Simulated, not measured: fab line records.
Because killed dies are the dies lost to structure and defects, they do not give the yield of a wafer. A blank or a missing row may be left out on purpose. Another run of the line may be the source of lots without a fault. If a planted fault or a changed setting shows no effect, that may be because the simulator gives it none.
Which of the tools did it? ; flow n5 finfet ; 12 lots with 30 wafers sampled at 2 steps, on a route of 1938 steps

## WHAT THE GAUGES SHOWED, per wafer
N5_BEOL_M11_CD_MEAS_18: pitch 140 nm, target cd 70 nm.
lot;measured;on;cd nm (nm)
L782;day 9 22:11;cd sem-03;70.5 70.1
L781;day 10 06:08;cd sem-01;69.8 70.9
L784;day 10 18:59;cd sem-02;69.6 70.0 69.5
L783;day 10 19:09;cd sem-03;68.8 70.7 69.6
L786;day 11 03:07;cd sem-03;68.2 70.0 68.9
L796;day 14 07:40;cd sem-01;69.0 70.2 70.5
L798;day 14 11:55;cd sem-03;69.1 69.2 69.5
L797;day 14 12:04;cd sem-03;70.6 70.6
L800;day 14 15:11;cd sem-02;70.3 71.2
L799;day 14 19:47;cd sem-02;71.0 69.1 70.9
L803;day 16 00:04;cd sem-01;69.7 70.7
L804;day 16 13:21;cd sem-01;69.3 70.4

## WHICH TOOL RAN EACH LOT (tool, then ch and the chambers of the sampled wafers, then the start)
lot;N5_BEOL_M11_STRIP_19
L782;rie diel-02 ch 2,3, day 9 22:07
L781;rie diel-06 ch 0,1, day 10 06:04
L784;rie diel-01 ch 0,3, day 10 18:55
L783;rie diel-06 ch 1,2, day 10 19:05
L786;rie diel-02 ch 1,2, day 11 03:03
L796;rie diel-02 ch 0,3, day 14 07:36
L798;rie diel-01 ch 0,1, day 14 11:51
L797;rie diel-02 ch 0,2, day 14 12:00
L800;rie diel-06 ch 0,3, day 14 15:07
L799;rie diel-02 ch 0, day 14 19:42
L803;rie diel-02 ch 0,3, day 16 00:00
L804;rie diel-01 ch 2,3, day 16 13:17
- N5_BEOL_M11_STRIP_19: strips in O2.

## AS READ BY THE TOOLS THEMSELVES (means over the sampled wafers that have a number; for cases with no such wafer, the mark the record gives instead)
N5_BEOL_M11_STRIP_19.
lot;tool;chamber pressure mTorr (mTorr);drypump motor current A (A);oes product au (a.u.);rf vpp V (V);showerhead plenum p Torr (Torr);throttle valve pct (%)
L782;rie diel-02;30.01;5.7;0.85;2.9;2.09;16.58
L781;rie diel-06;29.97;5.7;0.71;3.5;2.20;16.91
L784;rie diel-01;30.00;5.2;0.74;4.6;2.09;16.97
L783;rie diel-06;29.97;5.4;0.79;3.8;2.16;16.85
L786;rie diel-02;30.01;5.8;0.77;3.9;2.10;16.55
L796;rie diel-02;30.00;5.8;0.86;3.9;2.11;16.69
L798;rie diel-01;30.00;5.4;0.74;3.4;2.13;16.83
L797;rie diel-02;30.05;5.8;0.86;3.5;2.12;16.45
L800;rie diel-06;29.99;5.1;0.84;3.0;2.21;16.80
L799;rie diel-02;29.98;5.8;0.81;3.7;2.13;16.73
L803;rie diel-02;29.98;5.8;0.86;3.2;2.09;16.70
L804;rie diel-01;30.00;5.6;0.93;3.5;2.04;16.64

## THE ANSWER, worked out from the rows above alone
Rule: usual is defined by the lots themselves. Put in order of their means at a reading, lots are off if they are a third of the lots or fewer, leave a main group of 4 or more, and stand apart from it by a gap of 3 or more times the standard deviation of the main group's means; of several such gaps the widest counts. The tables above print the reading to a certain number of digits; a main group whose means all agree to those digits is not used. Also off: a lot with no number at a reading for which 4 or more lots have one. All remaining lots with rows at the step are treated as sound. The gauges are gone through in route order, then the tools' own readings, and for those a lot's mean is taken as printed above. The first step at which some lot is off is used, and at that step the reading that is off furthest; a lot without a number counts as furthest.
Across all readings shown, no lot is off: no conclusion can be drawn from this.

## WHAT WAS PUT IN BY THE SIMULATOR
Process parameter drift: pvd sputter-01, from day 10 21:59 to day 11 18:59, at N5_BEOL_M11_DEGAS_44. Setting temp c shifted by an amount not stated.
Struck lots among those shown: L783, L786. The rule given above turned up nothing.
